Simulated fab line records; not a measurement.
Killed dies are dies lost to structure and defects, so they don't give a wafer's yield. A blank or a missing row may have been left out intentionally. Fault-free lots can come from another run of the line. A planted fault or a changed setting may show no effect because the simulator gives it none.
Chamber matching || flow nand_harc || 4 sister chambers for NHARC_A_STAIRCASE_TRIM_20 on rie_diel-10
The step chemistry O2, time 211.2 s. 8 wafers are shown with their chamber, then 9 later ones without.

== WAFERS, EACH WITH ITS CHAMBER ==
{"wafer": "L086.1", "chamber": 1, "showerhead_plenum_p_Torr (Torr)": 3.56, "drypump_motor_current_A (A)": 5.3}
{"wafer": "L085.6", "chamber": 0, "showerhead_plenum_p_Torr (Torr)": 3.39, "drypump_motor_current_A (A)": 5.5}
{"wafer": "L087.1", "chamber": 2, "showerhead_plenum_p_Torr (Torr)": 3.31, "drypump_motor_current_A (A)": 5.5}
{"wafer": "L087.2", "chamber": 3, "showerhead_plenum_p_Torr (Torr)": 3.35, "drypump_motor_current_A (A)": 5.5}
{"wafer": "L087.4", "chamber": 1, "showerhead_plenum_p_Torr (Torr)": 3.55, "drypump_motor_current_A (A)": 5.3}
{"wafer": "L088.2", "chamber": 2, "showerhead_plenum_p_Torr (Torr)": 3.31, "drypump_motor_current_A (A)": 5.6}
{"wafer": "L088.5", "chamber": 3, "showerhead_plenum_p_Torr (Torr)": 3.35, "drypump_motor_current_A (A)": 5.5}
{"wafer": "L088.6", "chamber": 0, "showerhead_plenum_p_Torr (Torr)": 3.38, "drypump_motor_current_A (A)": 5.5}

== WAFERS WITH NO CHAMBER GIVEN ==
{"wafer": "L091.1", "showerhead_plenum_p_Torr (Torr)": 3.35, "drypump_motor_current_A (A)": 5.5}
{"wafer": "L091.2", "showerhead_plenum_p_Torr (Torr)": 3.55, "drypump_motor_current_A (A)": 5.3}
{"wafer": "L091.4", "showerhead_plenum_p_Torr (Torr)": 3.38, "drypump_motor_current_A (A)": 5.5}
{"wafer": "L090.3", "showerhead_plenum_p_Torr (Torr)": 3.31, "drypump_motor_current_A (A)": 5.5}
{"wafer": "L090.5", "showerhead_plenum_p_Torr (Torr)": 3.38, "drypump_motor_current_A (A)": 5.5}
{"wafer": "L090.6", "showerhead_plenum_p_Torr (Torr)": 3.35, "drypump_motor_current_A (A)": 5.5}
{"wafer": "L096.1", "showerhead_plenum_p_Torr (Torr)": 3.36, "drypump_motor_current_A (A)": 5.5}
{"wafer": "L096.2", "showerhead_plenum_p_Torr (Torr)": 3.33, "drypump_motor_current_A (A)": 5.4}
{"wafer": "L096.6", "showerhead_plenum_p_Torr (Torr)": 3.29, "drypump_motor_current_A (A)": 5.6}

== WHICH CHAMBER EACH WENT THROUGH ==
{"wafer": "L091.1", "from the rows above": 3, "in truth": 3}
{"wafer": "L091.2", "from the rows above": 1, "in truth": 1}
{"wafer": "L091.4", "from the rows above": 0, "in truth": 0}
{"wafer": "L090.3", "from the rows above": 2, "in truth": 2}
{"wafer": "L090.5", "from the rows above": 0, "in truth": 0}
{"wafer": "L090.6", "from the rows above": 3, "in truth": 3}
{"wafer": "L096.1", "from the rows above": 3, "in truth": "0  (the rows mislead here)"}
{"wafer": "L096.2", "from the rows above": "can't be placed: 3 or 2", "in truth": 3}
{"wafer": "L096.6", "from the rows above": 2, "in truth": 2}
Correct placement for 7 of the 9. Not placeable from these rows: 1 (in 1, the candidates include the true chamber). Placed wrongly: 1.
How it was worked out, from the rows above alone: a wafer's distance from a chamber is the root of the sum, over the readings, of the square of ((its reading less the chamber's mean) divided by the reading's scatter). The wafer belongs to the nearest chamber; if the next one is less than 2 further off, it can't be placed. A chamber's mean is the mean of its shown wafers. The scatter: take each reading less its chamber's mean, square it, sum over the shown wafers, divide by the number of wafers less the number of chambers, and take the root.
